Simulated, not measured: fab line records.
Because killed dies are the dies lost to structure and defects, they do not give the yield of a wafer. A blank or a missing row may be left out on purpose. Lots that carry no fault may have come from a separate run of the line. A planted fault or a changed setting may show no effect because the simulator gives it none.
Matching of chambers | flow n5-finfet | rie-diel-03 running N5_BEOL_M7_VIA_ETCH_34: 4 sister chambers
The step etches SiCOH lowk in C4F6/O2, target depth 125.5 nm, time 50.5 s. 16 wafers are shown with their chamber, then 8 later ones without.

== WAFERS, EACH WITH ITS CHAMBER ==
wafer  | chamber | showerhead-plenum-p-Torr (Torr) | drypump-motor-current-A (A) | rf-vpp-V (V)
L076.4 | 3       | 2.71                            | 5.7                         | 658
L076.5 | 1       | 2.80                            | 5.6                         | 684
L076.6 | 2       | 2.95                            | 5.2                         | 670
L078.2 | 3       | 2.71                            | 5.7                         | 658
L078.4 | 2       | 2.94                            | 5.2                         | 668
L078.6 | 1       | 2.80                            | 5.6                         | 684
L083.2 | 0       | 2.63                            | 5.7                         | 659
L083.3 | 2       | 2.94                            | 5.1                         | 668
L083.6 | 1       | 2.79                            | 5.6                         | 683
L086.2 | 0       | 2.63                            | 5.7                         | 661
L086.3 | 3       | 2.70                            | 5.7                         | 657
L086.5 | 1       | 2.79                            | 5.6                         | 684
L087.3 | 3       | 2.70                            | 5.7                         | 658
L087.5 | 1       | 2.79                            | 5.6                         | 684
L087.6 | 2       | 2.93                            | 5.2                         | 668
L096.1 | 1       | 2.78                            | 5.6                         | 684

SIGNATURES (averages over the wafers above)
reading                  | chamber 0 | chamber 1 | chamber 2 | chamber 3 | scatter within a chamber
showerhead-plenum-p-Torr | 2.6300    | 2.7917    | 2.9400    | 2.7050    | 0.00697
drypump-motor-current-A  | 5.700     | 5.600     | 5.175     | 5.700     | 0.025
rf-vpp-V                 | 660.00    | 683.83    | 668.50    | 657.75    | 0.741
Rule: a wafer's distance from a chamber is the root of the sum, over the readings, of the square of ((its reading less the chamber's mean) divided by the reading's scatter). If the next closest chamber is less than 2 further off than the closest, the wafer can't be placed; otherwise it belongs to the closest. The scatter: take each reading less its chamber's mean, square it, sum over the shown wafers, divide by the number of wafers less the number of chambers, and take the root.

== WAFERS WITHOUT THEIR CHAMBER ==
wafer  | showerhead-plenum-p-Torr (Torr) | drypump-motor-current-A (A) | rf-vpp-V (V)
L096.3 | 2.69                            | 5.7                         | 658
L096.4 | 2.92                            | 5.2                         | 668
L095.1 | 2.61                            | 5.7                         | 659
L095.2 | 2.92                            | 5.2                         | 669
L095.5 | 2.92                            | 5.2                         | 666
L097.1 | 2.69                            | 5.7                         | 657
L097.2 | 2.61                            | 5.7                         | 660
L097.5 | 2.92                            | 5.1                         | 667

== THE CHAMBER EACH PASSED THROUGH ==
wafer  | from the rows above | in truth
L096.3 | 3                   | 3
L096.4 | 2                   | 2
L095.1 | 0                   | 0
L095.2 | 2                   | 2
L095.5 | 2                   | 2
L097.1 | 3                   | 3
L097.2 | 0                   | 0
L097.5 | 2                   | 2
8 of 8 placed correctly. Number that these rows cannot place: 0. Placed wrongly: 0.
